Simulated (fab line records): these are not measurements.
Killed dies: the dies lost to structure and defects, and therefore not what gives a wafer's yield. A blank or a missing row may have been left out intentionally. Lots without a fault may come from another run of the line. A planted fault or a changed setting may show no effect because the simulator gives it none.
Which tool is to blame? / flow n5 finfet / 39 wafers sampled from 13 lots at 1 step of a route of 1938

== WHAT EACH GAUGE READ, for each wafer ==
N5_MOL_CONTACT_COAG_OVL_MEAS_09. Usual: CA_OVL typically reads 0.3 nm, with standard deviation 0.75.
lot=L998; measured=day 4 19:17; on=overlay-02; CA_OVL (nm)=-0.1 0.1 0.1; flag=
lot=L999; measured=day 5 07:23; on=overlay-02; CA_OVL (nm)=0.6 1.0 0.3; flag=
lot=L102; measured=day 5 21:21; on=overlay-01; CA_OVL (nm)=-1.0 -1.1 -0.5; flag=
lot=L104; measured=day 6 14:14; on=overlay-02; CA_OVL (nm)=1.7 0.6 0.9; flag=
lot=L106; measured=day 6 22:54; on=overlay-02; CA_OVL (nm)=-1.0 0.7 0.5; flag=
lot=L107; measured=day 7 03:05; on=overlay-02; CA_OVL (nm)=1.7 1.3 0.5; flag=
lot=L108; measured=day 7 18:50; on=overlay-02; CA_OVL (nm)=-0.4 -0.3 0.6; flag=
lot=L109; measured=day 7 19:21; on=overlay-02; CA_OVL (nm)=-0.7 -1.0 -1.4; flag=
lot=L113; measured=day 8 17:42; on=overlay-02; CA_OVL (nm)=-0.7 0.2 0.4; flag=
lot=L115; measured=day 9 06:26; on=overlay-02; CA_OVL (nm)=-0.7 -0.7 -0.8; flag=
lot=L117; measured=day 9 15:47; on=overlay-02; CA_OVL (nm)=0.7 0.8 0.2; flag=
lot=L118; measured=day 10 02:13; on=overlay-02; CA_OVL (nm)=0.3 0.3 0.1; flag=
lot=L119; measured=day 10 03:56; on=overlay-02; CA_OVL (nm)=-0.4 0.6 1.2; flag=

== WHAT TOOL EACH LOT RAN ON (gives the tool, then ch and the chambers of the sampled wafers, and finally the start) ==
Before these readings, the record contains no process step.

== WHAT THE TOOLS THEMSELVES READ (means of the sampled wafers that have a number; where no wafer has one, the mark that the record gives instead) ==
The record holds no such reading with a usual standard deviation.

== THE ANSWER, worked out from the rows above alone ==
Rule: a lot is off if the mean of its wafers that have a number lies more than 3 standard deviations from the usual mean. Also off: a lot with no number at a reading for which 4 or more lots have one. The other lots that the step has rows for count as sound. First the gauges in route order, then the tools' own readings, where a lot's mean is used as printed above. At the first step where some lot is off, the reading lying furthest off is the one used; lots without a number count as furthest.
None of the lots is off at any reading shown; this tells nothing.

== WHAT THE SIMULATOR HAD PUT IN ==
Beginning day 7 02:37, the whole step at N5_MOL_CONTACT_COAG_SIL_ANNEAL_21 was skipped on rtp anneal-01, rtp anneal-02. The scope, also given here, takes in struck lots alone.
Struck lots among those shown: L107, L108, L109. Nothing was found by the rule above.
